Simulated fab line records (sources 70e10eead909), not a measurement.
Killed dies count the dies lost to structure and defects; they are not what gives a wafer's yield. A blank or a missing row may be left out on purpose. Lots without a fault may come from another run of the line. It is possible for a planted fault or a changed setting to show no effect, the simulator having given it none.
Struck lot and sound lot, side by side ; flow nand harc ; 39 out of 1302 route steps
Sound: wafers L726.1, L726.2, L726.4. Wafers struck: L734.2, L734.3, L734.5. At the end, the cause is stated.
At each step with rows: each side's tool, then ch and its chambers, then its first start. Under that, the readings that differ: sound wafers ; struck wafers ; difference of the means ; sigmas: that difference in standard deviations of wafers without a fault.
alike: same words and numbers on both sides, and readings whose means sit less than 2 such deviations apart. not compared: any withheld reading, any reading some wafer has no value for, any bound like >300 that may hide the same value, and any number with overlapping values for which the record gives no deviation.
The two part at a step that has a row with sigmas, a row that says differs or no value, or rows on one side only. When numbers do not overlap yet have no deviation, they are printed without sigmas and do not part them. A reading that every wafer of one side lacks parts them only if that side has two wafers or more.

first, 3 steps without rows for these wafers: NHARC_A_CHANNEL_HOLE_D2_STRIP_41 (strips in N2/H2); NHARC_A_CHANNEL_HOLE_D2_STRIP_42 (strips in CF4/CHF3); NHARC_A_CHANNEL_HOLE_D2_STRIP_43 (strips in O2/COS).
NHARC_A_CHANNEL_HOLE_D2_ETCH_44: etches the open film in CF4/O2, target depth 140 nm, overetch 14 nm, time 77 s.
  sound on rie diel-12 ch 0,1,2, day 15 00:13; struck on rie diel-12 ch 0,1,3, day 18 00:59
  alike: cf4 flow sccm, drypump motor current A, mfc ar sccm, o2 flow sccm, oes product au, rf vpp V, showerhead plenum p Torr, throttle valve pct
  not compared: rf hours counter h
then, 3 steps without rows for these wafers: NHARC_A_CHANNEL_HOLE_D2_STRIP_28 (strips in O2); NHARC_A_CHANNEL_HOLE_D2_PRECLEAN_29 (cleans in SC1); NHARC_A_CHANNEL_HOLE_D2_SRD_30.
NHARC_A_CHANNEL_HOLE_D2_CD_MEAS_31:
  sound on cd sem-03 at day 15 01:01; struck on cd sem-01 at day 18 01:46
  alike: cd nm
NHARC_A_CHANNEL_HOLE_D2_XSEM_32:
  sound on xsem-01 ch 0, day 15 01:06; struck on xsem-01 ch 0, day 18 01:52
  alike: bot cd nm, bow nm, tilt deg
NHARC_A_CHANNEL_HOLE_D2_INSPECT_40:
  sound on defect inspect-02 at day 15 01:12; struck on defect inspect-01 at day 18 01:57
  alike: raw defect count
then, 2 steps without rows for these wafers: NHARC_A_CHANNEL_FILL_D2_PRECLEAN_00 (cleans in SC1); NHARC_A_CHANNEL_FILL_D2_SRD_01.
NHARC_A_CHANNEL_FILL_D2_ALD_02: deposits SiO2, target thk 6 nm, pulse time 10 s, ald cycles 60.
  sound on ald hk-03 ch 1,2,3, day 15 01:23; struck on ald hk-04 ch 0,2, day 18 02:09
  alike: heater power outer w, heater power w, precursor pulse height rel
then, 7 steps without rows for these wafers: NHARC_A_CHANNEL_FILL_D2_ALD_03 (deposits SiNx, target thk 6 nm, pulse time 60 s, ald cycles 58); NHARC_A_CHANNEL_FILL_D2_ALD_14 (deposits SiO2, target thk 2.5 nm, pulse time 10 s, ald cycles 25); NHARC_A_CHANNEL_FILL_D2_ALD_15 (deposits SiNx, target thk 2 nm, pulse time 60 s, ald cycles 19); NHARC_A_CHANNEL_FILL_D2_ALD_16 (deposits SiO2, target thk 1.5 nm, pulse time 10 s, ald cycles 15); NHARC_A_CHANNEL_FILL_D2_ANNEAL_17 (time 1800 s); NHARC_A_CHANNEL_FILL_D2_CVD_18 (deposits poly-Si, target thk 3 nm); NHARC_A_CHANNEL_FILL_D2_ETCHBACK_19 (etches the open film in HBr/Cl2, target depth 5 nm, time 1.7 s).
NHARC_A_CHANNEL_FILL_D2_ETCHBACK_20: etches the open film in C4F8/O2/Ar, target depth 27 nm, time 13.5 s.
  sound on rie diel-13 ch 0,1,3, day 16 04:43; struck on rie diel-08 ch 0,2,3, day 19 02:26
  alike: oes product au, rf vpp V
  not compared: rf hours counter h
NHARC_A_CHANNEL_FILL_D2_STRIP_28: strips in O2, time 20 s.
  sound on rie diel-13 ch 0,2,3, day 16 04:49; struck on rie diel-08 ch 0,1,2, day 19 02:31
  alike: drypump motor current A, mfc ar sccm, o2 flow sccm, oes product au, rf vpp V, showerhead plenum p Torr, throttle valve pct
  not compared: rf hours counter h
then, 12 steps without rows for these wafers: NHARC_A_CHANNEL_FILL_D2_PRECLEAN_21 (cleans in dHF, time 30 s); NHARC_A_CHANNEL_FILL_D2_SRD_23; NHARC_A_CHANNEL_FILL_D2_CVD_05 (deposits poly-Si, target thk 5 nm); NHARC_A_CHANNEL_FILL_D2_ANNEAL_22 (time 7200 s); NHARC_A_CHANNEL_FILL_D2_ALD_25 (deposits SiOx, target thk 60 nm, pulse time 10 s, ald cycles 600); NHARC_A_CHANNEL_FILL_D2_ETCHBACK_08 (etches the open film in C4F8, target depth 220 nm, time 110 s); NHARC_A_CHANNEL_FILL_D2_STRIP_29 (strips in O2, time 20 s); NHARC_A_CHANNEL_FILL_D2_PRECLEAN_30 (cleans in dHF, time 30 s); NHARC_A_CHANNEL_FILL_D2_SRD_31; NHARC_A_CHANNEL_FILL_D2_CVD_09 (deposits poly-Si, target thk 150 nm, time 3000 s); NHARC_A_CHANNEL_FILL_D2_CMP_10 (polishes, target thk 150 nm); NHARC_A_CHANNEL_FILL_D2_SRD_12.
NHARC_A_CHANNEL_FILL_D2_RTA_24: time 5 s.
  sound on rtp anneal-01 ch 0, day 17 04:25; struck on rtp anneal-02 ch 0, day 20 02:05
reading;sound;struck;difference;sigmas
lamp power pct (%);32.6 32.6 32.6;29.0 29.0 29.0;-3.6;-2
  alike: wafer_temp_C_max
then, 3 steps without rows for these wafers: NHARC_A_STAIRCASE_DEP_156 (deposits SiNx, target thk 50 nm); NHARC_A_STAIRCASE_DEHYDRATE_158 (time 120 s); NHARC_A_STAIRCASE_HMDS_159 (time 30 s).
-- break in the record here, with 9 days between the starts of the struck wafers on either side (left off in module A_STAIRCASE, picked up again in module END, where the first step shown is number 1302 on the route) --
NHARC_END_SORT_01:
  the record has rows for the struck wafers here (prober-01 ch 0, day 29 08:49) and none for the sound ones

## WHERE THEY PART
Earliest at NHARC_A_CHANNEL_FILL_D2_RTA_24; latest, in this record, at NHARC_END_SORT_01.

WHY: what the simulator had put in
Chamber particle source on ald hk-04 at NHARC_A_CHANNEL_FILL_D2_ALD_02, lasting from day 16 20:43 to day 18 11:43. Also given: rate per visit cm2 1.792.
